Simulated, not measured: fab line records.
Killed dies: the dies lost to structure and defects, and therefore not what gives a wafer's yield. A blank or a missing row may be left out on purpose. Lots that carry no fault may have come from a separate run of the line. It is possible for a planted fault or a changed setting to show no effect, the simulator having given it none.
fab line records + flow nand_harc
record:
- lots: 12
- wafers: 36
- last_day: 24
route steps=1159 shown P_CONTACT@229
lots that met no fault: taken from a fault-free run of the same line
start_h: hours from the record's opening day to when the first of the lot's shown wafers began + wait_h: how many hours have passed since the lot's step before this one + " the same as in the row above + L1.1+2: one row covering several wafers at once + - no value present, or no start provided + * or withheld: withheld + < > ~ a bound
route shown NAME@n: NAME is a module with steps in the file, n the number in the route of the first one + usual: the fault-free wafers' mean and standard deviation + same: alike in all rows + chamber/n: place in a boat + sites: per-site readings + _std_site: the standard deviation of these + _edge_site: the outer-site mean with the inner-site mean subtracted + radius_mm: for every site, how far away it sits from the centre of the wafer + mask NAME#n: copy n + behind: the most recent tool/chamber to have shaped the wafer + hold: the reason the lot was held/the length of the hold in hours/how it ended + device: transistor that didn't switch, given as n, p or np + end of line: tests of these same wafers at the route's end + a step given without rows: its recipe and nothing more + killed: dies lost to structure and defects at the first sort, not the wafer's yield + map: a wafer's dies, marking killed ones x, the rest . and places with no die _
set.NAME: the run value of the setting; set.NAME@STEP: its run value at that earlier step + model.NAME: the simulator's own value behind a step, which no gauge read
one table for each step of the route and one row for each wafer, over a sample of lots
services: a tool's chamber out of use, with start hour (start_h, from the record's first day; less than 0 if before it), hours out, and reason
== steps ==
step: NHARC_P_CONTACT_EXPOSE_09
recipe:
- na: 1.35
- target_cd_nm: 90
- dose_mj: 81.26
- mask_id: P_CA
usual:
- exposure_dose_mJ_cm2: 81.21/0.077
| lot.wafer | tool            | chamber | start_h | wait_h | mask   | exposure_dose_mJ_cm2 |
|-----------|-----------------|---------|---------|--------|--------|----------------------|
| L570.1    | arfi_scanner-02 | 0       | 123.88  | -      | P_CA#0 | 81.20                |
| L570.3    | "               | 0       | "       | "      | P_CA#0 | 81.17                |
| L570.4    | "               | 0       | "       | "      | P_CA#0 | 81.23                |
| L571.4    | arfi_scanner-01 | 0       | 139.26  | -      | P_CA#0 | 81.18                |
| L571.5    | "               | 0       | "       | "      | P_CA#0 | 81.15                |
| L571.6    | "               | 0       | "       | "      | P_CA#0 | 81.12                |
| L574.1    | arfi_scanner-03 | 0       | 153.65  | -      | P_CA#0 | 81.16                |
| L574.5    | "               | 0       | "       | "      | P_CA#0 | 81.21                |
| L574.6    | "               | 0       | "       | "      | P_CA#0 | 81.13                |
| L575.1    | arfi_scanner-02 | 0       | 157.81  | -      | P_CA#0 | 81.13                |
| L575.4    | "               | 0       | "       | "      | P_CA#0 | 81.21                |
| L575.5    | "               | 0       | "       | "      | P_CA#0 | 81.16                |
| L577.2    | arfi_scanner-01 | 0       | 166.65  | -      | P_CA#0 | 81.27                |
| L577.3    | "               | 0       | "       | "      | P_CA#0 | 81.09                |
| L577.4    | "               | 0       | "       | "      | P_CA#0 | 81.15                |
| L580.1    | arfi_scanner-01 | 0       | 189.29  | -      | P_CA#0 | 81.24                |
| L580.2    | "               | 0       | "       | "      | P_CA#0 | 81.14                |
| L580.4    | "               | 0       | "       | "      | P_CA#0 | 81.20                |
| L579.2    | arfi_scanner-02 | 0       | 190.63  | -      | P_CA#0 | 81.04                |
| L579.5    | "               | 0       | "       | "      | P_CA#0 | 81.16                |
| L579.6    | "               | 0       | "       | "      | P_CA#0 | 81.08                |
| L582.2    | arfi_scanner-02 | 0       | 201.48  | -      | P_CA#0 | 81.13                |
| L582.4    | "               | 0       | "       | "      | P_CA#0 | 81.18                |
| L582.5    | "               | 0       | "       | "      | P_CA#0 | 81.28                |
| L584.3    | arfi_scanner-02 | 0       | 207.62  | -      | P_CA#0 | 81.35                |
| L584.5    | "               | 0       | "       | "      | P_CA#0 | 81.35                |
| L584.6    | "               | 0       | "       | "      | P_CA#0 | 81.22                |
| L587.1    | arfi_scanner-01 | 0       | 230.18  | -      | P_CA#0 | 81.10                |
| L587.2    | "               | 0       | "       | "      | P_CA#0 | 81.08                |
| L587.5    | "               | 0       | "       | "      | P_CA#0 | 81.02                |
| L588.3    | arfi_scanner-01 | 0       | 236.01  | -      | P_CA#0 | 81.21                |
| L588.5    | "               | 0       | "       | "      | P_CA#0 | 81.19                |
| L588.6    | "               | 0       | "       | "      | P_CA#0 | 81.21                |
| L590.3    | arfi_scanner-03 | 0       | 245.15  | -      | P_CA#0 | 81.24                |
| L590.4    | "               | 0       | "       | "      | P_CA#0 | 81.22                |
| L590.5    | "               | 0       | "       | "      | P_CA#0 | 81.12                |
step: NHARC_P_CONTACT_OVL_MEAS_13
usual:
- overlay_x_nm: -0.1/0.86
- overlay_y_nm: -0.1/1
| lot.wafer | tool       | chamber | start_h | wait_h | overlay_x_nm | overlay_y_nm |
|-----------|------------|---------|---------|--------|--------------|--------------|
| L570.1    | overlay-02 | -       | 124.11  | -      | -1.4         | -0.7         |
| L570.3    | "          | -       | "       | "      | -1.4         | -1.3         |
| L570.4    | "          | -       | "       | "      | -1.7         | -1.3         |
| L571.4    | overlay-01 | -       | 139.47  | -      | 0.2          | 0.0          |
| L571.5    | "          | -       | "       | "      | -0.1         | 0.3          |
| L571.6    | "          | -       | "       | "      | -0.4         | -0.6         |
| L574.1    | overlay-01 | -       | 153.88  | -      | -1.6         | -1.8         |
| L574.5    | "          | -       | "       | "      | -1.2         | -1.6         |
| L574.6    | "          | -       | "       | "      | -0.8         | -1.0         |
| L575.1    | overlay-01 | -       | 158.04  | -      | 0.4          | -1.0         |
| L575.4    | "          | -       | "       | "      | 0.5          | -1.4         |
| L575.5    | "          | -       | "       | "      | 0.8          | -1.4         |
| L577.2    | overlay-01 | -       | 166.88  | -      | -0.8         | -0.5         |
| L577.3    | "          | -       | "       | "      | -0.3         | -0.4         |
| L577.4    | "          | -       | "       | "      | -0.9         | -0.2         |
| L580.1    | overlay-01 | -       | 189.52  | -      | 0.7          | -0.7         |
| L580.2    | "          | -       | "       | "      | 0.7          | -0.4         |
| L580.4    | "          | -       | "       | "      | 0.9          | -0.2         |
| L579.2    | overlay-01 | -       | 190.86  | -      | 13.2         | -1.5         |
| L579.5    | "          | -       | "       | "      | 13.4         | -1.6         |
| L579.6    | "          | -       | "       | "      | 12.8         | -1.5         |
| L582.2    | overlay-01 | -       | 201.70  | -      | 12.0         | 1.4          |
| L582.4    | "          | -       | "       | "      | 12.2         | 1.4          |
| L582.5    | "          | -       | "       | "      | 12.2         | 1.0          |
| L584.3    | overlay-01 | -       | 207.85  | -      | 11.0         | 0.0          |
| L584.5    | "          | -       | "       | "      | 11.3         | 0.5          |
| L584.6    | "          | -       | "       | "      | 11.8         | 0.1          |
| L587.1    | overlay-02 | -       | 230.41  | -      | 0.6          | 0.4          |
| L587.2    | "          | -       | "       | "      | 0.5          | -0.5         |
| L587.5    | "          | -       | "       | "      | 0.7          | -0.4         |
| L588.3    | overlay-01 | -       | 236.23  | -      | 0.3          | -1.1         |
| L588.5    | "          | -       | "       | "      | 0.1          | -0.8         |
| L588.6    | "          | -       | "       | "      | 0.5          | -0.8         |
| L590.3    | overlay-02 | -       | 245.37  | -      | 1.0          | -2.0         |
| L590.4    | "          | -       | "       | "      | 0.8          | -1.7         |
| L590.5    | "          | -       | "       | "      | 0.5          | -1.7         |
step: NHARC_P_CONTACT_INSPECT_14
usual:
- raw_defect_count: 4.0/2.2
| lot.wafer | tool              | chamber | start_h | wait_h | raw_defect_count |
|-----------|-------------------|---------|---------|--------|------------------|
| L570.1    | defect_inspect-01 | -       | 124.14  | 0.0    | 5                |
| L570.3    | "                 | -       | "       | "      | 7                |
| L570.4    | "                 | -       | "       | "      | 4                |
| L571.4    | defect_inspect-02 | -       | 139.51  | 0.0    | 6                |
| L571.5    | "                 | -       | "       | "      | 4                |
| L571.6    | "                 | -       | "       | "      | 1                |
| L574.1    | defect_inspect-02 | -       | 153.91  | 0.0    | 3                |
| L574.5    | "                 | -       | "       | "      | 6                |
| L574.6    | "                 | -       | "       | "      | 4                |
| L575.1    | defect_inspect-01 | -       | 158.08  | 0.0    | 5                |
| L575.4    | "                 | -       | "       | "      | 7                |
| L575.5    | "                 | -       | "       | "      | 6                |
| L577.2    | defect_inspect-02 | -       | 166.91  | 0.0    | 6                |
| L577.3    | "                 | -       | "       | "      | 6                |
| L577.4    | "                 | -       | "       | "      | 6                |
| L580.1    | defect_inspect-01 | -       | 189.56  | 0.0    | 2                |
| L580.2    | "                 | -       | "       | "      | 7                |
| L580.4    | "                 | -       | "       | "      | 2                |
| L579.2    | defect_inspect-02 | -       | 190.90  | 0.0    | 1                |
| L579.5    | "                 | -       | "       | "      | 2                |
| L579.6    | "                 | -       | "       | "      | 1                |
| L582.2    | defect_inspect-02 | -       | 201.74  | 0.0    | 1                |
| L582.4    | "                 | -       | "       | "      | 5                |
| L582.5    | "                 | -       | "       | "      | 3                |
| L584.3    | defect_inspect-01 | -       | 207.88  | 0.0    | 5                |
| L584.5    | "                 | -       | "       | "      | 4                |
| L584.6    | "                 | -       | "       | "      | 6                |
| L587.1    | defect_inspect-02 | -       | 230.44  | 0.0    | 1                |
| L587.2    | "                 | -       | "       | "      | 4                |
| L587.5    | "                 | -       | "       | "      | 1                |
| L588.3    | defect_inspect-01 | -       | 236.27  | 0.0    | 2                |
| L588.5    | "                 | -       | "       | "      | 5                |
| L588.6    | "                 | -       | "       | "      | 4                |
| L590.3    | defect_inspect-02 | -       | 245.41  | 0.0    | 5                |
| L590.4    | "                 | -       | "       | "      | 1                |
| L590.5    | "                 | -       | "       | "      | 7                |
step: NHARC_P_CONTACT_DESCUM_17
recipe:
- time_s: 3
- o2_flow_sccm: 200
- ar_flow_sccm: 0
- bias_power_w: 0
- chemistry: O2
usual:
- drypump_motor_current_A: 5.5/0.42
- oes_product_au: 1.004/0.009
- rf_vpp_V: 57.6/0.95
- showerhead_plenum_p_Torr: 1.86/0.089
- throttle_valve_pct: 11.311/0.0089
| lot.wafer | tool        | chamber | start_h | wait_h | drypump_motor_current_A | oes_product_au | rf_hours_counter_h | rf_vpp_V | showerhead_plenum_p_Torr | throttle_valve_pct |
|-----------|-------------|---------|---------|--------|-------------------------|----------------|--------------------|----------|--------------------------|--------------------|
| L570.1    | rie_diel-13 | 2       | 124.21  | 0.1    | 6.0                     | 1.003          | 2                  | 57.3     | 1.83                     | 11.299             |
| L570.3    | "           | 3       | "       | "      | 5.2                     | 0.991          | 2                  | 57.1     | 1.86                     | 11.299             |
| L570.4    | "           | 0       | "       | "      | 6.3                     | 0.992          | 1                  | 58.5     | 1.97                     | 11.320             |
| L571.4    | rie_diel-02 | 3       | 139.59  | 0.1    | 5.1                     | 1.009          | 16                 | 58.2     | 1.79                     | 11.310             |
| L571.6    | "           | 1       | "       | "      | 5.9                     | 1.009          | -                  | 58.0     | 1.80                     | 11.297             |
| L571.5    | "           | 2       | "       | "      | 5.5                     | 1.029          | -                  | 57.8     | 1.79                     | 11.310             |
| L574.1    | rie_diel-13 | 3       | 153.99  | 0.1    | 5.2                     | 0.996          | 5                  | 57.8     | 1.86                     | 11.302             |
| L574.5    | "           | 3       | "       | "      | 5.2                     | 0.986          | -                  | 57.9     | 1.86                     | 11.326             |
| L574.6    | "           | 2       | "       | "      | 6.0                     | 1.009          | -                  | 57.1     | 1.83                     | 11.311             |
| L575.1    | rie_diel-13 | 3       | 158.14  | 0.1    | 5.2                     | 0.996          | 5                  | 57.4     | 1.86                     | 11.312             |
| L575.4    | "           | 2       | "       | "      | 6.0                     | 1.006          | -                  | 58.7     | 1.83                     | 11.317             |
| L575.5    | "           | 3       | "       | "      | 5.2                     | 1.001          | -                  | 58.8     | 1.86                     | 11.297             |
| L577.2    | rie_diel-02 | 2       | 166.98  | 0.1    | 5.5                     | 0.995          | 1                  | 57.1     | 1.79                     | 11.326             |
| L577.4    | "           | 3       | "       | "      | 5.1                     | 0.998          | 1                  | 56.1     | 1.79                     | 11.294             |
| L577.3    | "           | 0       | "       | "      | 5.1                     | 1.007          | 1                  | 58.4     | 2.06                     | 11.310             |
| L580.1    | rie_diel-13 | 1       | 189.62  | 0.1    | 5.1                     | 1.009          | 6                  | 55.1     | 1.84                     | 11.327             |
| L580.2    | "           | 3       | "       | "      | 5.2                     | 1.007          | 9                  | 57.6     | 1.86                     | 11.307             |
| L580.4    | "           | 2       | "       | "      | 6.0                     | 1.001          | -                  | 55.7     | 1.83                     | 11.305             |
| L579.2    | rie_diel-13 | 1       | 190.98  | 0.1    | 5.1                     | 1.014          | 6                  | 58.3     | 1.84                     | 11.311             |
| L579.5    | "           | 2       | "       | "      | 6.0                     | 0.994          | -                  | 56.9     | 1.83                     | 11.307             |
| L579.6    | "           | 3       | "       | "      | 5.2                     | 0.996          | -                  | 58.1     | 1.86                     | 11.310             |
| L582.2    | rie_diel-13 | 0       | 201.80  | 0.1    | 6.3                     | 0.995          | 8                  | 59.3     | 1.96                     | 11.317             |
| L582.4    | "           | 1       | "       | "      | 5.1                     | 0.999          | 8                  | 57.3     | 1.84                     | 11.299             |
| L582.5    | "           | 1       | "       | "      | 5.1                     | 1.013          | -                  | 57.5     | 1.84                     | 11.325             |
| L584.3    | rie_diel-02 | 3       | 207.97  | 0.1    | 5.1                     | 0.990          | 5                  | 56.7     | 1.79                     | 11.309             |
| L584.6    | "           | 0       | "       | "      | 5.1                     | 1.014          | -                  | 57.6     | 2.06                     | 11.315             |
| L584.5    | "           | 1       | "       | "      | 5.9                     | 1.016          | -                  | 57.0     | 1.80                     | 11.314             |
| L587.2    | rie_diel-02 | 3       | 230.51  | 0.1    | 5.1                     | 1.012          | 7                  | 56.6     | 1.79                     | 11.314             |
| L587.1    | "           | 2       | "       | "      | 5.5                     | 1.003          | 7                  | 57.0     | 1.79                     | 11.319             |
| L587.5    | "           | 0       | "       | "      | 5.1                     | 1.020          | -                  | 58.5     | 2.05                     | 11.301             |
| L588.3    | rie_diel-02 | 3       | 236.33  | 0.1    | 5.1                     | 0.995          | 8                  | 57.6     | 1.79                     | 11.307             |
| L588.6    | "           | 3       | "       | "      | 5.1                     | 0.991          | -                  | 57.6     | 1.79                     | 11.311             |
| L588.5    | "           | 0       | "       | "      | 5.1                     | 1.022          | -                  | 57.7     | 2.05                     | 11.322             |
| L590.3    | rie_diel-13 | 2       | 245.47  | 0.1    | 6.0                     | 1.005          | 16                 | 56.4     | 1.82                     | 11.320             |
| L590.4    | "           | 0       | "       | "      | 6.3                     | 0.996          | 12                 | 58.0     | 1.96                     | 11.312             |
| L590.5    | "           | 2       | "       | "      | 6.0                     | 0.998          | -                  | 58.0     | 1.82                     | 11.309             |
step: NHARC_P_CONTACT_ETCH_31
recipe:
- target_depth_a: 300
- time_s: 85.7
- ion_energy_ev: 120
- over_etch_frac: 1
- ch3f_flow_sccm: 50
- o2_flow_sccm: 30
- ar_flow_sccm: 200
- rf_w: 500
- bias_w: 100
- chemistry: CH3F/O2
usual:
- drypump_motor_current_A: 5.5/0.43
- oes_product_au: 0.986/0.012
- rf_vpp_V: 243.4/1.7
- showerhead_plenum_p_Torr: 2.39/0.11
- throttle_valve_pct: 20.664/0.0096
| lot.wafer | tool        | chamber | start_h | wait_h | drypump_motor_current_A | oes_product_au | rf_hours_counter_h | rf_vpp_V | showerhead_plenum_p_Torr | throttle_valve_pct |
|-----------|-------------|---------|---------|--------|-------------------------|----------------|--------------------|----------|--------------------------|--------------------|
| L570.3    | rie_diel-13 | 0       | -       | -      | 6.3                     | 0.995          | 2                  | 245.5    | 2.52                     | 20.664             |
| L570.4    | "           | 2       | "       | "      | 6.0                     | 0.980          | 2                  | 243.4    | 2.35                     | 20.674             |
| L570.1    | "           | 3       | "       | "      | 5.2                     | 0.970          | 2                  | 244.3    | 2.39                     | 20.649             |
| L571.4    | rie_diel-02 | 2       | -       | -      | 5.5                     | 0.992          | 16                 | 242.4    | 2.31                     | 20.661             |
| L571.6    | "           | 3       | "       | "      | 5.1                     | 0.996          | -                  | 242.2    | 2.30                     | 20.668             |
| L571.5    | "           | 0       | "       | "      | 5.1                     | 0.992          | -                  | 246.6    | 2.64                     | 20.676             |
| L574.1    | rie_diel-13 | 2       | -       | -      | 6.0                     | 0.981          | 5                  | 243.8    | 2.35                     | 20.648             |
| L574.6    | "           | 3       | "       | "      | 5.2                     | 0.976          | -                  | 244.5    | 2.39                     | 20.667             |
| L574.5    | "           | 2       | "       | "      | 6.0                     | 0.990          | -                  | 242.0    | 2.35                     | 20.661             |
| L575.1    | rie_diel-13 | 3       | -       | -      | 5.2                     | 0.971          | 6                  | 242.2    | 2.39                     | 20.666             |
| L575.4    | "           | 3       | "       | "      | 5.2                     | 0.973          | -                  | 243.8    | 2.39                     | 20.673             |
| L575.5    | "           | 3       | "       | "      | 5.2                     | 0.971          | -                  | 242.6    | 2.39                     | 20.671             |
| L577.4    | rie_diel-02 | 0       | -       | -      | 5.1                     | 1.000          | 1                  | 245.8    | 2.64                     | 20.654             |
| L577.3    | "           | 2       | "       | "      | 5.5                     | 0.982          | 1                  | 241.4    | 2.31                     | 20.660             |
| L577.2    | "           | 3       | "       | "      | 5.1                     | 0.984          | 1                  | 243.2    | 2.30                     | 20.682             |
| L580.2    | rie_diel-13 | 3       | -       | -      | 5.2                     | 0.979          | 10                 | 244.2    | 2.39                     | 20.659             |
| L580.1    | "           | 2       | "       | "      | 6.0                     | 0.980          | 10                 | 242.0    | 2.35                     | 20.664             |
| L580.4    | "           | 2       | "       | "      | 6.0                     | 0.981          | -                  | 242.4    | 2.35                     | 20.658             |
| L579.2    | rie_diel-13 | 1       | -       | -      | 5.1                     | 0.991          | 7                  | 242.6    | 2.36                     | 20.675             |
| L579.6    | "           | 2       | "       | "      | 6.0                     | 0.983          | -                  | 244.8    | 2.35                     | 20.652             |
| L579.5    | "           | 3       | "       | "      | 5.2                     | 0.982          | -                  | 244.0    | 2.39                     | 20.641             |
| L582.4    | rie_diel-13 | 3       | -       | -      | 5.2                     | 0.985          | 12                 | 243.5    | 2.39                     | 20.657             |
| L582.2    | "           | 1       | "       | "      | 5.1                     | 0.997          | 8                  | 243.9    | 2.36                     | 20.664             |
| L582.5    | "           | 3       | "       | "      | 5.2                     | 0.987          | -                  | 244.1    | 2.39                     | 20.660             |
| L584.3    | rie_diel-02 | 3       | -       | -      | 5.1                     | 0.952          | 5                  | 241.8    | 2.30                     | 20.659             |
| L584.5    | "           | 2       | "       | "      | 5.5                     | 0.957          | -                  | 241.9    | 2.31                     | 20.669             |
| L584.6    | "           | 3       | "       | "      | 5.1                     | 0.951          | -                  | 241.2    | 2.30                     | 20.673             |
| L587.1    | rie_diel-02 | 1       | -       | -      | 5.9                     | 1.007          | 8                  | 242.0    | 2.32                     | 20.654             |
| L587.2    | "           | 2       | "       | "      | 5.5                     | 0.997          | 7                  | 243.0    | 2.31                     | 20.670             |
| L587.5    | "           | 2       | "       | "      | 5.5                     | 0.995          | -                  | 241.0    | 2.31                     | 20.650             |
| L588.3    | rie_diel-02 | 2       | -       | -      | 5.5                     | 0.996          | 8                  | 243.4    | 2.31                     | 20.658             |
| L588.6    | "           | 2       | "       | "      | 5.5                     | 1.002          | -                  | 240.2    | 2.31                     | 20.652             |
| L588.5    | "           | 3       | "       | "      | 5.1                     | 0.984          | -                  | 242.0    | 2.30                     | 20.671             |
| L590.3    | rie_diel-13 | 1       | -       | -      | 5.1                     | 0.997          | 13                 | 242.6    | 2.36                     | 20.662             |
| L590.4    | "           | 3       | "       | "      | 5.2                     | 0.985          | 17                 | 242.7    | 2.38                     | 20.671             |
| L590.5    | "           | 1       | "       | "      | 5.1                     | 1.005          | -                  | 243.0    | 2.36                     | 20.672             |
== services ==
| tool            | chamber | start_h | hours | kind   |
|-----------------|---------|---------|-------|--------|
| rie_diel-13     | 0       | 108.00  | -     | clean  |
| rie_diel-13     | 1       | 108.00  | -     | clean  |
| rie_diel-13     | 2       | 108.00  | -     | clean  |
| rie_diel-13     | 3       | 108.00  | -     | clean  |
| rie_diel-02     | 0       | 108.44  | 6.3   | repair |
| arfi_scanner-02 | -       | 121.09  | 0.5   | repair |
| arfi_scanner-03 | -       | 130.93  | 0.4   | repair |
| arfi_scanner-03 | -       | 140.02  | 4.0   | pm     |
| rie_diel-13     | 1       | 144.74  | 23.0  | repair |
| rie_diel-02     | -       | 150.70  | 9.0   | pm     |
| rie_diel-13     | 0       | 152.25  | 13.6  | repair |
| arfi_scanner-01 | -       | 154.55  | 6.9   | repair |
| arfi_scanner-03 | -       | 172.67  | 2.0   | repair |
| arfi_scanner-02 | -       | 175.75  | 2.8   | repair |
| rie_diel-13     | 0       | 183.16  | 9.0   | repair |
| rie_diel-02     | 3       | 183.17  | 3.3   | repair |
| arfi_scanner-02 | -       | 183.88  | 0.6   | repair |
| arfi_scanner-03 | -       | 190.21  | 1.2   | repair |
| arfi_scanner-03 | -       | 194.55  | 0.2   | repair |
| arfi_scanner-01 | -       | 196.00  | 4.0   | pm     |
| rie_diel-13     | -       | 231.00  | 0.4   | repair |
| arfi_scanner-02 | -       | 239.70  | 0.4   | repair |
| arfi_scanner-02 | -       | 244.82  | 2.4   | repair |
| rie_diel-02     | 1       | 246.19  | 5.3   | repair |
== key ==
first_sign:
- step: NHARC_P_CONTACT_OVL_MEAS_13
- reading: overlay_x_nm
- direction: up
- sigmas: 14
- usual: -0.1
- struck: 12.2
effect none on later readings
met_at NHARC_P_CONTACT_EXPOSE_09
struck_lots L579,L582,L584
tester_left_out L579,L582,L584
not_acting_at NHARC_P_CONTACT_INSPECT_14,NHARC_P_CONTACT_DESCUM_17,NHARC_P_CONTACT_ETCH_31
onset_between 157.81 190.63
fault:
- kind: scanner_matching_overlay
- tool: arfi_scanner-02
- chamber: -
- onset_h: 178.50
- steps: NHARC_P_CONTACT_EXPOSE_09
- offset: 12.161
tester_left_out: of these lots the tester's yield and bins aren't shown, on N5 and GAA mostly nor the transistor test; their killed dies are dies lost to structure and defects alone, not to doping, threshold or leakage, so they don't give the yield
